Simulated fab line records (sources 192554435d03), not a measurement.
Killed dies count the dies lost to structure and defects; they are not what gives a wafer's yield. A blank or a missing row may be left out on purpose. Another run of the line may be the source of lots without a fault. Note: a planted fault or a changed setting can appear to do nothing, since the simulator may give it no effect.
fab line records | flow n5_finfet
record: lots: 10 wafers: 27 last_day: 17
route steps=1938 shown BEOL_M0_SAQP@651 BEOL_M4@1111 PASSIVATION@1936
lots that met no fault: from a run of the same line without faults
start_h: the number of hours between the record's first day and the start of the first shown wafer of the lot | wait_h: hours elapsed since this lot's preceding step | " unchanged from the row above | L1.1+2: a row that stands for several wafers | - value missing, or start not given | * or withheld: withheld | < > ~ a bound
route shown NAME@n: names a module that has steps shown in the file, with the first one's number in the route | usual: the fault-free wafers' mean and standard deviation | same: alike in all rows | chamber/n: place in a boat | sites: readings site by site | _std_site: how widely they spread, as a standard deviation | _edge_site: mean of outer sites minus mean of inner sites | radius_mm: for every site, how far away it sits from the centre of the wafer | mask NAME#n: copy n | behind: the tool/chamber that last shaped the wafer | hold: reason for holding the lot/hours on hold/outcome of the hold | device: transistor that didn't switch, given as n, p or np | end of line: tests of these same wafers at the route's end | a step without rows: its recipe alone | killed: count of dies lost to structure and defects at first sort (not the wafer's yield) | map: shows each die of a wafer: x if killed, . if not, _ if none is there
set.NAME: the setting that was run; set.NAME@STEP: the one run at that earlier step | model.NAME: the simulator's own value behind a step, which no gauge read
a sample of lots followed through the steps of the route, with each step as a table and each wafer as a row
services: the hour from which a tool's chamber was out of use, counted from the record's first day as start_h (under 0 if before that day), plus the number of hours and why
== steps ==
step: N5_BEOL_M0_SAQP_INSPECT_16
recipe: mode: adi inspect_instrument: brightfield
usual: raw_defect_count: 488/160
columns lot.wafer tool chamber start_h wait_h raw_defect_count
L955.1 defect_inspect-02 - 115.51 0.0 337
L955.2 " - " " 484
L955.3 " - " " 441
L957.3 defect_inspect-02 - 122.70 0.0 601
L957.4 " - " " 327
L957.6 " - " " 389
L958.3 defect_inspect-02 - 129.06 0.0 428
L958.4 " - " " 445
L958.6 " - " " 378
L962.1 defect_inspect-01 - 151.42 0.0 503
L962.2 " - " " 732
L962.5 " - " " 695
L967.2 defect_inspect-02 - 184.71 0.0 248
L967.4 " - " " 358
L965.3 defect_inspect-02 - 184.88 0.0 361
L965.5 " - " " 245
L968.2 defect_inspect-02 - 191.68 0.0 675
L968.5 " - " " 677
L969.2 defect_inspect-01 - 193.58 0.0 491
L969.5 " - " " 502
L969.6 " - " " 499
L973.2 defect_inspect-01 - 222.14 0.0 431
L973.5 " - " " 626
L973.6 " - " " 601
L976.2 defect_inspect-02 - 232.25 0.0 653
L976.4 " - " " 491
L976.5 " - " " 414
step: N5_BEOL_M0_SAQP_ETCH_83
recipe: chemistry: CF4 target: SiARC target_depth_a: 390 mask_material: CAR-ArF time_s: 65 ion_energy_ev: 80 pressure_mtorr: 40 source_w: 545 bias_w: 36 Ar_flow_sccm: 100 cf4_flow_sccm: 100 ends: cleared
usual: drypump_motor_current_A: 5.7/0.37 etch_rf_on_time_s: 65.0/1.2 oes_product_au: 0.68/0.067 rf_vpp_V: 184.1/1.3 showerhead_plenum_p_Torr: 2.15/0.074 throttle_valve_pct: 15.56/0.29
columns lot.wafer tool chamber start_h wait_h drypump_motor_current_A etch_rf_on_time_s oes_product_au rf_hours_counter_h rf_vpp_V showerhead_plenum_p_Torr throttle_valve_pct
L955.1 rie_diel-03 3 115.58 0.0 5.9 64.5 0.60 219 184.7 2.21 15.98
L955.2 " 0 " " 5.2 65.4 0.72 46 185.7 2.28 15.20
L955.3 " 2 " " 5.2 66.0 0.65 146 183.6 2.06 15.23
L957.3 rie_diel-01 2 122.77 0.0 6.1 62.7 0.62 201 183.8 2.04 15.75
L957.4 " 3 " " 6.2 65.1 0.78 30 183.1 2.11 15.34
L957.6 " 1 " " 5.8 63.8 0.63 - 183.5 2.14 15.51
L958.3 rie_diel-06 2 129.13 0.0 5.2 64.4 0.62 194 185.0 2.14 15.98
L958.4 " 0 " " 5.8 64.8 0.80 23 182.2 2.09 15.55
L958.6 " 3 " " 5.3 63.6 0.75 - 185.6 2.27 15.62
L962.1 rie_diel-03 1 151.50 0.0 6.0 65.9 0.69 77 185.8 2.26 15.18
L962.2 " 0 " " 5.2 64.2 0.72 58 186.2 2.27 15.22
L962.5 " 1 " " 6.0 66.3 0.69 - 185.8 2.26 15.20
L967.2 rie_diel-06 2 184.78 0.0 5.2 65.4 0.60 208 185.1 2.14 16.02
L967.4 " 1 " " 5.9 44.3 0.93 43 184.4 2.17 15.10
L965.3 rie_diel-06 2 185.40 0.0 5.2 64.9 0.61 209 184.3 2.14 16.00
L965.5 " 1 " " 5.9 43.4 0.94 - 184.2 2.17 15.09
L968.2 rie_diel-06 1 191.75 0.0 5.9 64.0 0.74 45 184.2 2.17 15.08
L968.5 " 3 " " 5.3 43.6 0.91 - 184.6 2.27 15.65
L969.2 rie_diel-01 1 193.65 0.0 5.9 63.3 0.62 198 183.3 2.13 15.56
L969.5 " 3 " " 6.2 65.3 0.75 - 185.2 2.10 15.39
L969.6 " 2 " " 6.1 63.8 0.60 - 183.9 2.04 15.79
L973.2 rie_diel-01 1 222.37 0.0 5.9 64.8 0.61 207 182.6 2.13 15.58
L973.5 " 1 " " 5.9 65.1 0.61 - 184.5 2.13 15.57
L973.6 " 0 " " 5.2 66.5 0.60 - 184.9 2.21 15.70
L976.2 rie_diel-01 2 232.32 0.0 6.1 63.9 0.59 234 183.2 2.03 15.81
L976.4 " 3 " " 6.2 66.2 0.73 62 182.6 2.10 15.40
L976.5 " 0 " " 5.2 67.2 0.60 - 185.6 2.20 15.71
step: N5_BEOL_M0_SAQP_RECESS_114
recipe: chemistry: HF/NH3 target: SiO2 target_depth_a: 144 afs_cycles: 3 temp_c: 30 sublimation_temp_c: 180 sublimation_time_s: 60
usual: drypump_motor_current_A: 5.6/0.48
columns lot.wafer tool chamber start_h wait_h drypump_motor_current_A
L955.1 vapor_etch-02 0 116.05 0.0 5.7
L955.2 " 1 " " 5.0
L955.3 " 0 " " 5.7
L957.3 vapor_etch-01 1 123.43 0.1 5.7
L957.4 " 0 " " 6.3
L957.6 " 1 " " 5.6
L958.3 vapor_etch-01 1 129.73 0.1 5.6
L958.4 " 0 " " 6.4
L958.6 " 0 " " 6.4
L962.1 vapor_etch-01 1 151.97 0.0 5.6
L962.2 " 0 " " 6.3
L962.5 " 0 " " 6.4
L967.2 vapor_etch-01 0 185.53 0.3 6.4
L967.4 " 1 " " 5.6
L965.3 vapor_etch-02 0 185.99 0.1 5.7
L965.5 " 1 " " 5.0
L968.2 vapor_etch-02 1 192.26 0.0 5.0
L968.5 " 1 " " 5.0
L969.2 vapor_etch-01 0 194.12 0.0 6.4
L969.5 " 1 " " 5.6
L969.6 " 0 " " 6.4
L973.2 vapor_etch-02 0 224.46 1.6 5.7
L973.5 " 1 " " 5.0
L973.6 " 0 " " 5.7
L976.2 vapor_etch-02 0 232.88 0.1 5.7
L976.4 " 1 " " 5.0
L976.5 " 1 " " 5.0
step: N5_BEOL_M0_SAQP_SPACER1_ALD_98
recipe: material: SiO2 target_thk_a: 128 temp_c: 300 ald_precursor_family: BDEAS ald_co_reactant: O2-plasma pulse_time_s: 1 purge_time_s: 2 co_reactant_purge_time_s: 2 ald_cycles: 138 pressure_torr: 2
usual: heater_power_w: 489/51 precursor_pulse_height_rel: 1.000/0.018
same: co_reactant_purge_time_s: 2
columns lot.wafer tool chamber start_h wait_h heater_power_w precursor_pulse_height_rel since_wet_clean_h
L955.1 ald_sin-03 3 116.43 0.3 502 0.994 214
L955.2 " 1 " " 507 1.019 214
L955.3 " 0 " " 524 1.003 214
L957.3 ald_sin-04 1 123.69 0.1 471 1.053 313
L957.4 " 0 " " 503 1.036 -
L957.6 " 3 " " 434 1.022 -
L958.3 ald_sin-03 2 129.99 0.1 482 0.998 228
L958.4 " 3 " " 505 1.014 228
L958.6 " 2 " " 487 0.977 -
L962.1 ald_sin-03 1 152.35 0.3 514 0.993 250
L962.2 " 3 " " 511 0.998 250
L962.5 " 2 " " 498 0.978 -
L967.2 ald_sin-01 1 186.08 0.4 489 1.000 178
L967.4 " 3 " " 494 1.003 178
L965.3 ald_sin-03 0 186.26 0.1 522 0.980 284
L965.5 " 3 " " 485 0.982 -
L968.2 ald_sin-03 1 192.65 0.3 518 1.010 290
L968.5 " 2 " " 499 1.007 -
L969.2 ald_sin-01 3 194.78 0.5 485 0.993 187
L969.5 " 3 " " 490 1.013 -
L969.6 " 2 " " 595 0.963 -
L973.2 ald_sin-01 0 224.85 0.3 412 0.996 217
L973.5 " 1 " " 485 1.011 -
L973.6 " 0 " " 399 0.995 -
L976.2 ald_sin-01 3 233.26 0.3 490 1.049 226
L976.4 " 2 " " 593 0.993 226
L976.5 " 2 " " 606 0.999 -
step: N5_BEOL_M4_RC_MEAS_101
usual: DIBL_N: 36.9/1.7 DIBL_P: 36.7/2.1 IOFF_N: 0.17/0.032 IOFF_P: 0.22/0.036 ION_N: 674/12 ION_P: 461/7 SS_N: 71.7/0.6 SS_P: 73.4/0.67 VT_N: 249/3.1 VT_P: -250/3.2
columns lot.wafer tool chamber start_h wait_h DIBL_N[mV/V] DIBL_P[mV/V] IOFF_N[nA/um] IOFF_P[nA/um] ION_N[uA/um] ION_P[uA/um] SS_N[mV/dec] SS_P[mV/dec] VT_N[mV] VT_P[mV]
L955.1 prober-01 0 169.52 0.0 35.5 35.5 0.14 0.18 657 448 71.7 72.8 253 -254
L955.2 " 0 " " 36.4 36.6 0.15 0.20 674 464 71.3 73.2 254 -251
L955.3 " 0 " " 35.7 34.9 0.14 0.18 666 456 70.9 73.1 250 -251
L958.3 prober-02 0 182.21 0.3 32.8 32.8 0.12 0.17 660 454 70.6 72.8 255 -252
L958.4 " 0 " " 35.9 35.1 0.16 0.20 663 454 71.8 72.8 250 -252
L958.6 " 0 " " 34.4 32.9 0.14 0.17 652 446 71.6 72.2 252 -251
L957.3 prober-02 0 186.05 0.3 35.1 33.9 0.13 0.15 653 449 70.7 73.5 251 -257
L957.4 " 0 " " 37.2 36.8 0.17 0.19 682 455 71.6 73.1 251 -255
L957.6 " 0 " " 37.5 35.1 0.17 0.16 677 451 71.5 73.5 248 -256
L962.1 prober-01 0 200.16 0.0 36.3 36.9 0.17 0.23 685 471 71.0 73.6 245 -246
L962.2 " 0 " " 35.7 35.5 0.14 0.21 662 460 71.5 73.7 250 -250
L962.5 " 0 " " 37.0 37.6 0.17 0.25 676 467 71.1 72.9 248 -246
L967.2 prober-01 0 241.02 0.2 34.9 36.7 0.14 0.21 677 466 70.8 73.7 253 -249
L967.4 " 0 " " 36.2 37.5 0.16 0.23 677 461 72.2 72.3 248 -246
L965.3 prober-01 0 248.92 0.3 40.8 41.3 0.25 0.31 694 471 72.6 75.5 245 -246
L965.5 " 0 " " 40.4 39.3 0.24 0.27 692 472 72.4 74.3 246 -249
L968.2 prober-02 0 249.82 0.2 35.7 34.9 0.14 0.16 672 454 71.3 73.2 253 -256
L968.5 " 0 " " 37.8 38.5 0.19 0.21 682 456 71.6 73.5 246 -252
L969.2 prober-01 0 249.86 0.2 38.3 38.9 0.21 0.27 691 467 71.7 74.6 247 -247
L969.5 " 0 " " 38.2 39.0 0.21 0.26 691 470 71.4 74.2 246 -248
L969.6 " 0 " " 35.9 36.5 0.16 0.21 681 467 71.6 72.9 251 -250
L973.2 prober-02 0 279.27 0.2 36.3 35.0 0.17 0.26 681 470 71.5 72.7 247 -245
L973.5 " 0 " " 34.8 33.8 0.13 0.23 668 469 71.8 72.6 254 -245
L973.6 " 0 " " 37.2 35.8 0.18 0.26 681 471 71.3 73.8 247 -245
L976.2 prober-02 0 293.19 0.2 35.5 34.9 0.14 0.19 673 462 72.0 73.8 254 -250
L976.4 " 0 " " 32.0 30.8 0.10 0.14 651 452 69.8 72.5 255 -255
L976.5 " 0 " " 35.6 34.9 0.14 0.20 667 462 71.3 73.7 255 -251
step: N5_PASSIVATION_PROBE_49
usual: defect_limited_yield: 91.7/1.5 killed_at_M0_to_M3: 32/9.6 killed_at_M4_up: 13/5.3 killed_at_contacts: 12/6.8 killed_at_front_end: 36/9.8 killed_at_other: 4/3.1 killed_dies: 98/17 killed_open: 65/13 killed_short: 32/8.5 sort_bin_5_function: 4.9/0.93 sort_bin_6_memory: 3.2/0.67 sort_n_pass: 1082/17 sort_yield_pct: 91.7/1.4
same: gross_dies: 1180 killed_at_back_side: 0 sort_bin_4_leakage[%]: 0 sort_bin_8_speed[%]: 0
columns lot.wafer tool chamber start_h wait_h defect_limited_yield[%] killed_at_M0_to_M3 killed_at_M4_up killed_at_contacts killed_at_front_end killed_at_other killed_dies killed_open killed_short sort_bin_5_function[%] sort_bin_6_memory[%] sort_n_pass sort_yield_pct[%]
L957.3 prober-02 - 280.44 0.1 90.9 22 14 12 56 3 107 72 31 5.2 3.6 1073 90.9
L957.4 prober-02 - 280.49 0.2 90.7 37 17 11 39 6 110 65 45 5.6 3.4 1070 90.7
L957.6 prober-02 - 280.59 0.3 91.3 40 8 9 40 6 103 56 45 5.7 2.6 1077 91.3
L969.6 prober-01 - 346.38 0.3 92.5 25 10 11 34 8 88 52 35 4.3 2.9 1092 92.5
L965.3 prober-02 - 359.25 0.1 92.9 36 12 3 26 7 84 55 28 4.5 2.6 1096 92.9
L967.2 prober-02 - 361.35 1.3 92.4 26 8 9 45 2 90 60 30 4.2 3.3 1090 92.4
L967.4 prober-02 - 361.45 1.4 91.4 27 7 21 45 2 102 68 34 5.3 3.2 1078 91.4
L973.2 prober-01 - 386.76 0.1 91.1 15 9 33 45 3 105 63 40 5.5 3.0 1075 91.1
L973.5 prober-01 - 386.91 0.2 90.8 18 12 21 54 4 109 78 26 5.0 4.2 1071 90.8
L973.6 prober-01 - 386.96 0.3 93.7 17 7 11 34 5 74 49 21 3.5 2.7 1106 93.7
killed by level:class
L957.3 FIN_SAQP:geometric_particle:short=10 STI_FIN_REVEAL:geometric_particle:open=9 MOL_CONTACT_COAG:geometric_particle:open=8 FIN_SAQP:geometric_particle:open=6 BEOL_M4:geometric_particle:open=6 DUMMY_GATE:geometric_particle:open=5 GATE_CUT:geometric_particle:short=5 BEOL_M3:geometric_particle:open=5
L957.4 BEOL_M3:geometric_particle:open=15 BEOL_M0_SAQP:geometric_particle:short=9 FIN_SAQP:geometric_particle:short=8 MOL_CONTACT_COAG:geometric_particle:open=8 BEOL_M5:geometric_particle:open=7 FIN_SAQP:geometric_particle:open=6 DUMMY_GATE:geometric_particle:open=5 BEOL_M0_SAQP:geometric_particle:open=5
L957.6 FIN_SAQP:geometric_particle:short=14 BEOL_M0_SAQP:geometric_particle:open=11 BEOL_M0_SAQP:geometric_particle:short=11 GATE_CUT:geometric_particle:short=7 MOL_CONTACT_COAG:geometric_particle:open=7 GATE_CUT:geometric_particle:open=6 BEOL_M3:geometric_particle:open=6 STI_FIN_REVEAL:geometric_particle:open=5
L969.6 MOL_CONTACT_COAG:geometric_particle:open=8 FIN_SAQP:geometric_particle:open=7 BEOL_M0_SAQP:geometric_particle:open=7 BEOL_M1:geometric_particle:short=6 FIN_SAQP:geometric_particle:short=5 STI_FIN_REVEAL:geometric_particle:open=5 BEOL_M0_SAQP:geometric_particle:short=5 STARTING-WAFER:geometric_particle:open=4
L965.3 BEOL_M2:geometric_particle:open=10 BEOL_M0:geometric_particle:open=8 FIN_SAQP:geometric_particle:short=6 BEOL_M1:geometric_particle:open=5 BEOL_M4:geometric_particle:open=5 GATE_CUT:geometric_particle:short=4 BEOL_M0_SAQP:geometric_particle:short=4 FIN_SAQP:geometric_particle:open=3
L967.2 STI_FIN_REVEAL:geometric_particle:open=12 FIN_SAQP:geometric_particle:open=9 FIN_SAQP:geometric_particle:short=8 BEOL_M0_SAQP:geometric_particle:open=8 MOL_CONTACT_COAG:geometric_particle:open=7 BEOL_M0_SAQP:geometric_particle:short=7 BEOL_M3:geometric_particle:open=5 GATE_CUT:geometric_particle:short=4
L967.4 MOL_CONTACT_COAG:geometric_particle:open=19 STI_FIN_REVEAL:geometric_particle:open=17 BEOL_M0_SAQP:geometric_particle:short=7 BEOL_M1:geometric_particle:open=6 GATE_CUT:geometric_particle:short=5 FIN_SAQP:geometric_particle:short=4 GATE_CUT:geometric_particle:open=4 FIN_SAQP:geometric_particle:open=3
L973.2 MOL_CONTACT_COAG:geometric_particle:open=26 STI_FIN_REVEAL:geometric_particle:open=11 FIN_SAQP:geometric_particle:short=7 MOL_CONTACT_COAG:geometric_particle:short=7 BEOL_M4:geometric_particle:open=6 BEOL_M0_SAQP:geometric_particle:open=5 BEOL_M0_SAQP:geometric_particle:short=5 FIN_SAQP:geometric_particle:open=4
L973.5 STI_FIN_REVEAL:geometric_particle:open=22 MOL_CONTACT_COAG:geometric_particle:open=17 GATE_CUT:geometric_particle:short=9 STI_FIN_REVEAL:geometric_particle:short=7 BEOL_M4:geometric_particle:open=6 BEOL_M2:geometric_particle:open=5 BEOL_M3:geometric_particle:open=4 BEOL_M1:geometric_particle:open=4
L973.6 STI_FIN_REVEAL:geometric_particle:open=11 MOL_CONTACT_COAG:geometric_particle:open=8 BEOL_M3:geometric_particle:open=5 BEOL_M4:geometric_particle:open=4 GATE_CUT:geometric_particle:open=3 BEOL_M1:geometric_particle:open=3 STARTING-WAFER:geometric_particle:short=3 STI_FIN_REVEAL:geometric_particle:short=2
== services ==
columns tool chamber start_h hours kind
rie_diel-06 3 95.68 2.3 repair
ald_sin-03 - 99.72 6.0 pm
ald_sin-01 - 100.97 0.3 repair
rie_diel-06 1 108.93 13.4 repair
vapor_etch-02 - 127.05 2.8 pm
ald_sin-04 - 177.36 14.0 pm
ald_sin-04 0 177.36 14.0 vent_cycle
ald_sin-04 1 177.36 14.0 vent_cycle
ald_sin-04 2 177.36 14.0 vent_cycle
ald_sin-04 3 177.36 14.0 vent_cycle
ald_sin-01 0 191.01 13.1 repair
rie_diel-06 0 191.26 3.2 repair
ald_sin-04 0 191.36 - clean
rie_diel-03 0 195.40 6.6 repair
ald_sin-04 - 203.79 6.0 pm
rie_diel-06 1 206.40 12.2 repair
vapor_etch-01 - 211.11 28.1 pm
rie_diel-06 - 215.37 0.3 repair
rie_diel-03 3 218.34 1.6 repair
rie_diel-03 - 218.39 7.2 repair
rie_diel-03 3 231.56 - clean
rie_diel-03 3 231.56 - consumable_replace:focus_ring
rie_diel-03 3 231.56 15.0 scheduled_down
rie_diel-03 3 231.56 15.0 vent_cycle
== key ==
first_sign: step: N5_BEOL_M0_SAQP_ETCH_83 reading: etch_rf_on_time_s direction: down sigmas: 18 usual: * struck: *
effect: step: N5_BEOL_M0_SAQP_ETCH_83 reading: oes_product_au direction: up sigmas: 3.8 usual: 0.68 struck: 0.93
met_at N5_BEOL_M0_SAQP_ETCH_83
struck_lots L965,L967,L968
struck_wafers L965.5,L967.4,L968.5
not_acting_at N5_BEOL_M0_SAQP_INSPECT_16,N5_BEOL_M0_SAQP_RECESS_114,N5_BEOL_M0_SAQP_SPACER1_ALD_98
onset_between 129.13 184.78
fault: kind: process_parameter_drift tool: rie_diel-06 chamber: - onset_h: 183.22 steps: N5_BEOL_M0_SAQP_ETCH_83 channel: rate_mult offset: 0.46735 shape: step end_h: 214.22 scope: struck_wafers_only
